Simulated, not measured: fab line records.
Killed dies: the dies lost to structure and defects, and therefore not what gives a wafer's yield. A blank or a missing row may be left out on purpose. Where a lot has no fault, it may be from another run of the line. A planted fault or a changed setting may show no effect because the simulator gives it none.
One fault seen from 2 desks -- flow nand harc -- what lay behind the numbers comes last; until then each desk has only its own

TOOL OWNER'S DESK, rie diel-07
The tool's own readings at NHARC_P_BONDPAD_ETCH_37 (etches the open film in N2/H2, target depth 60 nm, overetch 18 nm, time 65.91 s): means of the sampled wafers that have a number, for each lot that ran on this tool. If a lot's mean is further than 4 standard deviations from the usual mean, the lot is out of limits and carries the mark OUT (the distance appears in the brackets).
Columns: A = bias w at NHARC_P_BONDPAD_ETCH_37, usual 150.0 W; B = drypump motor current A at NHARC_P_BONDPAD_ETCH_37, usual 5.7 A; C = oes product au at NHARC_P_BONDPAD_ETCH_37, usual 1.001 a.u.; D = rf vpp V at NHARC_P_BONDPAD_ETCH_37, usual 429.8 V; E = run length s at NHARC_P_BONDPAD_ETCH_37, usual 87.1 s; F = showerhead plenum p Torr at NHARC_P_BONDPAD_ETCH_37, usual 2.02 Torr; G = throttle valve pct at NHARC_P_BONDPAD_ETCH_37, usual 14.171 %
lot,first seen here,A,B,C,D,E,F,G
L405,day 8 05:31,150.1,5.6,0.998,429.2,87.1,1.98,14.169
L406,day 8 15:36,150.2,5.7,1.001,430.5,87.1,2.05,14.171
L411,day 11 05:44,150.1,5.5,0.993,430.4,80.3 (-16) OUT,2.02,14.175
L412,day 11 06:14,150.5,5.8,1.002,432.6,77.0 (-23) OUT,2.12,14.171
L421,day 14 17:37,150.4,6.0,0.988,429.8,87.2,2.03,14.165
L424,day 16 05:09,149.4,6.1,0.980,429.8,87.4,2.05,14.178
Finding of this desk: L411, L412 out of limits; the first was L411 at day 11 05:44, on run length s at NHARC_P_BONDPAD_ETCH_37. L405, L406, L421, L424 stayed within limits.

FROM THE METROLOGY DESK
Means of the sampled wafers that have a number, per lot and without regard to the tool the lot ran on: this is what the gauges read. If a lot's mean is further than 4 standard deviations from the usual mean, the lot is out of limits and carries the mark OUT (the distance appears in the brackets).
Columns: A = overlay x nm at NHARC_P_BONDPAD_OVL_MEAS_38, usual 2 nm; B = overlay y nm at NHARC_P_BONDPAD_OVL_MEAS_38, usual 0 nm
lot,first seen here,A,B
L401,day 6 10:00,2,15
L402,day 7 01:23,1,-10
L403,day 7 04:49,12,5
L404,day 7 19:57,2,1
L405,day 8 05:18,-4,-9
L406,day 8 15:23,6,4
L411,day 11 05:31,9,-1
L412,day 11 06:01,1,-1
L418,day 13 18:59,10,3
L420,day 14 07:54,-7,3
L421,day 14 17:25,-5,-1
L422,day 15 06:40,-3,-4
L423,day 15 21:01,7,-0
L424,day 16 04:56,2,0
Result from this desk: across the 14 lots, nothing is out of limits.

BROUGHT TOGETHER
The tool owner's desk could have raised an alarm at day 11 05:44, on L411, L412.
Metrology desk: nothing out of limits seen.
The metrology desk holds a record of L411, L412, inside its limits.
The lots listed all ran NHARC_P_BONDPAD_ETCH_37 on rie diel-07.

WHAT WAS PUT IN BY THE SIMULATOR
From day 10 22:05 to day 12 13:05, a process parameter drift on rie diel-07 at NHARC_P_BONDPAD_ETCH_37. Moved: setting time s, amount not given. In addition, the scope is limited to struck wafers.
Struck lots among those shown: L411, L412.
Hours from the fault's start to each desk's first reading out of limits: the tool owner's desk, 8.
